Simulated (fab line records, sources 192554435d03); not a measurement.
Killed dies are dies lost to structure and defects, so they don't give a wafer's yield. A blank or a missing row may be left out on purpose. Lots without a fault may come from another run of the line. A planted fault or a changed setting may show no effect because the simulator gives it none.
fab line records | flow n5_finfet
record lots=5 wafers=14 last_day=18
route steps=1938 shown WELL_APT@51 PMOS_HMC_CHANNEL_EPI@57 BEOL_M4@1111 PASSIVATION@1936
lots that met no fault: from a run of the same line without faults
start_h: hours from the record's first day to the start of the lot's first wafer shown | wait_h: hours since the lot's step before | " the same as in the row above | L1.1+2: a row that stands for several wafers | - no value, or no start given | * or withheld: withheld | < > ~ a bound
route shown NAME@n: a module of which the file shows steps, and the number in the route of the first | usual: mean/standard deviation of fault-free wafers | same: alike in all rows | chamber/n: place in a boat | sites: the reading at each site | _std_site: their standard deviation | _edge_site: outer sites' mean less inner sites' | radius_mm: how far each site lies from the wafer's centre | mask NAME#n: copy n | behind: the tool/chamber that last shaped the wafer | hold: why the lot was held/for how many hours/how that ended | device: the transistor (n, p or np) that didn't switch | end of line: the same wafers' tests at the end of the route | a step without rows: its recipe alone | killed: dies lost to structure and defects at the first sort, not the wafer's yield | map: a wafer's dies, x killed, . not, _ none there
set.NAME: the setting as run; set.NAME@STEP: as run at that earlier step | model.NAME: the simulator's own value behind a step, which no gauge read
lots at some steps of the route; a table a step, a row a wafer
services: from which hour (start_h, from the record's first day; less than 0 if before it) a tool's chamber was out of use, for how many hours, and why
## steps
# step N5_WELL_APT_OXIDE_STRIP_42
# recipe chemistry=dHF dilution=25:1 time_s=45 temp_c=25 target=SiO2 target_depth_a=120
# step N5_WELL_APT_PRECLEAN_36
# recipe chemistry=O3/DIW time_s=45 temp_c=22 o3_ppm=10
# step N5_WELL_APT_PRECLEAN_39
# recipe chemistry=dHF time_s=60 dilution=150:1 temp_c=25
# step N5_WELL_APT_SRD_37
# recipe dry=ipa_marangoni do_ppb=5 time_s=30 temp_c=23 rinse_liquid=diw
# step N5_WELL_APT_EPI_41
# recipe material=Si target_thk_a=500 temp_c=650 precursor=SiH4/H2 pressure_torr=20 time_s=297.7
# step N5_PMOS_HMC_CHANNEL_EPI_HM_DEP_34
# recipe material=SiO2 target_thk_a=360 temp_c=400 precursor=TEOS/O2 pressure_torr=6.5 rf_w=900 teos_flow_sccm=161.4 gas=O2 flow_sccm=2650 time_s=6.9
# step N5_PMOS_HMC_CHANNEL_EPI_COAT_31
# recipe resist=BARC temp_c=205 time_s=60 spin_rpm=1500 resist_thk_nm=66
# step N5_PMOS_HMC_CHANNEL_EPI_COAT_03
# recipe resist=CAR-ArF-block spin_rpm=1500 resist_thk_nm=205
# step N5_PMOS_HMC_CHANNEL_EPI_EBR_05
# recipe solvent=PGMEA ebr_width_mm=1.5
# step N5_PMOS_HMC_CHANNEL_EPI_SOFTBAKE_04
# recipe temp_c=110 time_s=60 resist=CAR-ArF-block
# step N5_PMOS_HMC_CHANNEL_EPI_EXPOSE_06
# recipe mask_id=PMOS_HMC_BLK na=1.35 source_shape=conventional sigma_outer=0.8 polarization=unpolarized target_cd_nm=240 dose_mj=41
# step N5_PMOS_HMC_CHANNEL_EPI_PEB_07
# recipe peb_temp_c=110 peb_time_s=60 resist=CAR-ArF-block
# usual exhaust_pa=44.9/1 heater_power_total_W=175.0/1.6
# columns lot.wafer tool chamber start_h wait_h exhaust_pa heater_power_total_W
L926.2 litho_track-02 0 29.13 0.0 45.2 177.2
L926.4 " 0 " " 45.6 173.2
L926.5 " 0 " " 44.6 173.4
L929.1 litho_track-04 0 47.25 0.1 43.1 173.0
L929.2 " 0 " " 43.0 174.2
L929.5 " 0 " " 44.4 175.4
L941.1 litho_track-02 0 119.06 0.1 44.9 173.2
L941.3 " 0 " " 45.1 174.9
L941.5 " 0 " " 45.9 203.7
L945.3 litho_track-02 0 143.54 0.0 45.3 174.4
L945.4 " 0 " " 44.6 200.2
L946.4 litho_track-02 0 149.36 0.0 45.7 200.1
L946.5 " 0 " " 44.8 198.0
L946.6 " 0 " " 44.8 173.0
# step N5_PMOS_HMC_CHANNEL_EPI_DEVELOP_08
# recipe develop_time_s=30 developer=TMAH resist=CAR-ArF-block dev_temp_c=23 rinse_liquid=diw dry=air_spin
# step N5_PMOS_HMC_CHANNEL_EPI_CD_MEAS_09
# recipe target_cd_nm=237.4 landing_energy_ev=500 detector=se_inlens
# usual cd_nm=237.4/1
# columns lot.wafer tool chamber start_h wait_h cd_nm
L926.2 cd_sem-03 0 29.19 - 235.5
L926.4 " 0 " " 235.9
L926.5 " 0 " " 235.7
L929.1 cd_sem-03 0 47.31 - 237.3
L929.2 " 0 " " 237.9
L929.5 " 0 " " 236.8
L941.1 cd_sem-02 0 119.12 - 237.5
L941.3 " 0 " " 237.9
L941.5 " 0 " " 227.1
L945.3 cd_sem-01 0 143.61 - 238.7
L945.4 " 0 " " 229.2
L946.4 cd_sem-01 0 149.43 - 228.3
L946.5 " 0 " " 227.7
L946.6 " 0 " " 238.3
# step N5_PMOS_HMC_CHANNEL_EPI_DESCUM_14
# recipe chemistry=O2 time_s=7.9 source_power_w=50 bias_power_w=20 pressure_mtorr=20 rf_frequency_hz=2.712e+07 temp_c=40 resist=CAR-ArF-block o2_flow_sccm=225
# usual drypump_motor_current_A=5.5/0.49 oes_product_au=0.76/0.07 rf_vpp_V=243.0/1.3 showerhead_plenum_p_Torr=2.08/0.07 throttle_valve_pct=20.56/0.29
# columns lot.wafer tool chamber start_h wait_h drypump_motor_current_A oes_product_au rf_hours_counter_h rf_vpp_V showerhead_plenum_p_Torr throttle_valve_pct model.PMOS_HMC_CHANNEL_EPI.cd_nm
L926.2 rie_diel-04 3 29.28 0.0 5.3 0.74 163 243.8 2.18 20.24 235.3
L926.4 " 0 " " 5.6 0.72 205 243.0 2.09 20.98 235.7
L926.5 " 2 " " 6.1 0.72 - 244.9 2.18 20.82 235.5
L929.1 rie_diel-06 0 47.55 0.2 5.3 0.92 15 242.6 2.07 20.67 237.3
L929.2 " 2 " " 4.8 0.69 220 243.2 2.15 20.55 237.8
L929.5 " 1 " " 5.2 0.69 - 240.2 1.98 20.58 236.7
L941.1 rie_diel-04 3 119.21 0.0 5.3 0.73 191 245.2 2.17 20.27 237.9
L941.3 " 2 " " 6.1 0.70 205 244.4 2.17 20.87 237.9
L941.5 " 3 " " 5.3 0.73 - 244.8 2.17 20.27 227.1
L945.3 rie_diel-02 0 143.75 0.1 6.0 0.77 164 241.8 2.07 20.66 238.7
L945.4 " 1 " " 5.9 0.86 58 241.7 2.04 20.17 228.7
L946.4 rie_diel-06 0 149.53 0.0 5.3 0.86 - 242.4 2.06 20.73 228.4
L946.5 " 3 " " 5.3 0.74 - 240.8 1.98 20.54 227.9
L946.6 " 2 " " 4.8 0.66 - 244.6 2.15 20.59 238.1
# step N5_PMOS_HMC_CHANNEL_EPI_ETCH_32
# recipe chemistry=N2/H2 target=BARC stop_on=SiO2 target_depth_a=858 over_etch_frac=0.3 time_s=50.3 ion_energy_ev=200 mask_material=CAR-ArF-block pressure_mtorr=30 source_w=840 bias_w=150 n2_flow_sccm=200 h2_flow_sccm=200
# step N5_PMOS_HMC_CHANNEL_EPI_HM_OPEN_15
# recipe chemistry=CHF3/O2 target=SiO2 mask_material=CAR-ArF-block target_depth_a=406 CHF3_flow_sccm=50 O2_flow_sccm=5 Ar_flow_sccm=200 time_s=20.3 pressure_mtorr=30 source_w=650 bias_w=170 ion_energy_ev=200
# step N5_PMOS_HMC_CHANNEL_EPI_STRIP_33
# recipe chemistry=N2/H2 power_w=500 temp_c=40 pressure_mtorr=50 rf_frequency_hz=6e+07 overash_fraction=0.3 bias_power_w=8 h2_frac=0.5 n2_flow_sccm=300 h2_flow_sccm=300
# step N5_PMOS_HMC_CHANNEL_EPI_STRIP_17
# recipe chemistry=SPM time_s=750 temp_c=130 h2so4_h2o2_vol_ratio=4 dry=ipa_marangoni
# step N5_PMOS_HMC_CHANNEL_EPI_ETCH_38
# recipe chemistry=CF4 target=SiO2 target_depth_a=15 ion_energy_ev=350 pressure_mtorr=10 icp_w=800 bias_w=400 cf4_flow_sccm=80
# step N5_PMOS_HMC_CHANNEL_EPI_FIN_RECESS_16
# recipe chemistry=HBr/Cl2 target=Si mask_material=SiO2 target_depth_a=540 time_s=18 pressure_mtorr=10 icp_w=800 bias_w=75 HBr_flow_sccm=150 Cl2_flow_sccm=80
# usual drypump_motor_current_A=5.6/0.45 oes_product_au=0.993/0.015 throttle_valve_pct=35.7/0.34
# columns lot.wafer tool chamber start_h wait_h drypump_motor_current_A oes_product_au rf_hours_counter_h throttle_valve_pct model.PMOS_HMC_CHANNEL_EPI.cd_nm
L926.2 rie_si-04 3 29.74 0.0 6.1 1.008 133 35.6 238
L926.4 " 1 " " 5.5 1.002 66 35.5 238
L926.5 " 3 " " 6.1 1.009 - 35.6 238.3
L929.1 rie_si-01 0 48.03 0.0 5.5 0.969 28 35.6 240.1
L929.2 " 2 " " 5.8 0.998 75 35.5 239.5
L929.5 " 1 " " 5.2 0.991 - 36.2 238.3
L941.1 rie_si-06 3 119.67 0.0 6.8 0.979 25 35.3 241.6
L941.3 " 2 " " 5.7 0.981 5 35.3 239.6
L941.5 " 1 " " 5.6 1.004 - 35.1 231.2
L945.3 rie_si-04 0 144.20 0.0 5.9 0.992 148 36.4 240.2
L945.4 " 2 " " 5.1 0.982 127 35.7 232.4
L946.4 rie_si-04 2 149.97 0.0 5.1 0.976 127 35.7 230.9
L946.5 " 1 " " 5.5 1.013 - 35.5 231.6
L946.6 " 2 " " 5.1 0.981 - 35.7 240.2
# step N5_PMOS_HMC_CHANNEL_EPI_PRECLEAN_36
# recipe chemistry=O3/DIW time_s=45 temp_c=22 o3_ppm=10
# step N5_BEOL_M4_RC_MEAS_101
# usual DIBL_N=35.4/2.1 DIBL_P=34.8/2.6 IOFF_N=0.15/0.037 IOFF_P=0.19/0.037 ION_N=677/16 ION_P=462/9.3 SS_N=71.4/0.75 SS_P=72.9/0.77 VT_N=250/3.7 VT_P=-251/3.5
# columns lot.wafer tool chamber start_h wait_h DIBL_N[mV/V] DIBL_P[mV/V] IOFF_N[nA/um] IOFF_P[nA/um] ION_N[uA/um] ION_P[uA/um] SS_N[mV/dec] SS_P[mV/dec] VT_N[mV] VT_P[mV]
L926.2 prober-01 0 198.12 0.2 36.1 34.5 0.15 0.15 680 452 72.3 72.6 248 -255
L926.4 " 0 " " 35.3 34.0 0.13 0.15 668 451 71.5 72.6 251 -257
L926.5 " 0 " " 36.5 35.2 0.15 0.17 685 459 71.9 73.0 249 -250
L929.1 prober-02 0 204.14 0.0 38.2 39.3 0.21 0.27 688 476 71.7 74.3 243 -247
L929.2 " 0 " " 31.5 31.1 0.10 0.14 655 455 70.4 71.9 253 -256
L929.5 " 0 " " 34.1 33.8 0.13 0.18 675 458 71.5 72.8 251 -250
L941.1 prober-01 0 269.81 0.0 33.0 32.2 0.12 0.15 667 451 71.0 72.1 253 -254
L941.3 " 0 " " 36.1 35.6 0.17 0.19 693 462 71.9 72.9 252 -252
L941.5 " 0 " " 34.8 35.3 0.15 0.19 678 465 70.8 73.2 252 -252
L945.3 prober-01 0 304.12 0.6 34.0 33.2 0.13 0.18 675 467 71.4 72.7 251 -249
L945.4 " 0 " " 36.0 35.2 0.17 0.20 711 477 71.4 73.9 246 -252
L946.4 prober-01 0 327.77 0.5 34.0 33.9 0.13 0.20 675 474 70.4 71.8 249 -246
L946.5 " 0 " " 33.2 32.4 0.12 0.19 665 467 70.2 71.5 251 -248
L946.6 " 0 " " 35.3 34.1 0.14 0.19 678 465 72.1 72.5 252 -249
# step N5_PASSIVATION_PROBE_49
# usual defect_limited_yield=90.5/1.7 killed_at_M0_to_M3=37/12 killed_at_M4_up=14/5.2 killed_at_contacts=12/5.9 killed_at_front_end=45/14 killed_at_other=3.5/2.8 killed_dies=112/21 killed_open=73/15 killed_short=36/8.9 sort_bin_5_function=5.6/1.2 sort_bin_6_memory=3.5/0.68 sort_n_pass=1068/21 sort_yield_pct=90.5/1.8
# same gross_dies=1180 killed_at_back_side=0 sort_bin_4_leakage[%]=0 sort_bin_8_speed[%]=0
# columns lot.wafer tool chamber start_h wait_h defect_limited_yield[%] killed_at_M0_to_M3 killed_at_M4_up killed_at_contacts killed_at_front_end killed_at_other killed_dies killed_open killed_short sort_bin_5_function[%] sort_bin_6_memory[%] sort_n_pass sort_yield_pct[%]
L929.1 prober-02 - 319.63 0.0 88.0 50 8 6 76 2 142 88 54 7.4 3.9 1038 88.0
L929.2 prober-02 - 319.68 0.1 88.8 37 16 1 76 2 132 79 44 6.4 4.1 1048 88.8
L929.5 prober-02 - 319.83 0.2 89.6 44 8 11 59 1 123 82 38 6.1 3.6 1057 89.6
# killed by level:class
L929.1 FIN_SAQP:geometric_particle:open=22 STI_FIN_REVEAL:geometric_particle:open=21 BEOL_M0_SAQP:geometric_particle:open=18 BEOL_M0_SAQP:geometric_particle:short=18 FIN_SAQP:geometric_particle:short=11 GATE_CUT:geometric_particle:short=11 BEOL_M3:geometric_particle:open=5 GATE_CUT:geometric_particle:open=4
L929.2 STI_FIN_REVEAL:geometric_particle:open=26 BEOL_M0_SAQP:geometric_particle:open=17 FIN_SAQP:geometric_particle:short=12 BEOL_M0_SAQP:geometric_particle:short=12 FIN_SAQP:geometric_particle:open=10 BEOL_M4:geometric_particle:open=9 HKMG_FIN:area_etch=8 STI_FIN_REVEAL:geometric_particle:short=7
L929.5 STI_FIN_REVEAL:geometric_particle:open=22 BEOL_M0_SAQP:geometric_particle:short=17 BEOL_M0_SAQP:geometric_particle:open=13 FIN_SAQP:geometric_particle:open=12 FIN_SAQP:geometric_particle:short=11 MOL_CONTACT_COAG:geometric_particle:open=11 BEOL_M2:geometric_particle:open=8 STI_FIN_REVEAL:geometric_particle:short=4
## services
# columns tool chamber start_h hours kind
rie_si-04 1 17.06 1.2 repair
rie_diel-04 3 21.75 5.6 repair
rie_diel-02 - 27.88 28.1 pm
rie_si-06 - 30.86 3.4 repair
rie_si-06 - 48.18 0.7 repair
rie_si-04 - 52.54 0.4 repair
rie_diel-02 3 87.44 2.6 repair
rie_si-04 - 98.68 2.8 pm
rie_diel-04 2 109.23 1.6 repair
litho_track-04 - 111.76 - consumable_replace:filter
rie_diel-06 2 112.41 19.7 repair
rie_si-04 2 120.20 5.0 repair
rie_diel-04 0 138.95 5.4 repair
rie_diel-06 1 140.33 - clean
rie_diel-06 1 140.33 - consumable_replace:focus_ring
rie_diel-06 1 140.33 - consumable_replace:showerhead
rie_diel-06 1 140.33 18.2 scheduled_down
rie_diel-06 1 140.33 18.2 vent_cycle
## key
first_sign step=N5_PMOS_HMC_CHANNEL_EPI_PEB_07 reading=heater_power_total_W direction=up sigmas=16 usual=* struck=*
effect step=N5_PMOS_HMC_CHANNEL_EPI_CD_MEAS_09 reading=cd_nm direction=down sigmas=9.2 usual=237.4 struck=228.1
model_effect step=N5_PMOS_HMC_CHANNEL_EPI_DESCUM_14 value=PMOS_HMC_CHANNEL_EPI.cd_nm without=237.7 struck=228
model_effect step=N5_PMOS_HMC_CHANNEL_EPI_FIN_RECESS_16 value=PMOS_HMC_CHANNEL_EPI.cd_nm without=241.2 struck=231.5
met_at N5_PMOS_HMC_CHANNEL_EPI_PEB_07
struck_wafers L941.5,L945.4,L946.4,L946.5
onset_between 29.13 119.06
fault kind=process_parameter_drift tool=litho_track-02 chamber=- onset_h=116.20 steps=N5_PMOS_HMC_CHANNEL_EPI_PEB_07 channel=peb_time_s offset=* shape=step end_h=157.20 scope=struck_wafers_only acts_in=* stated=*
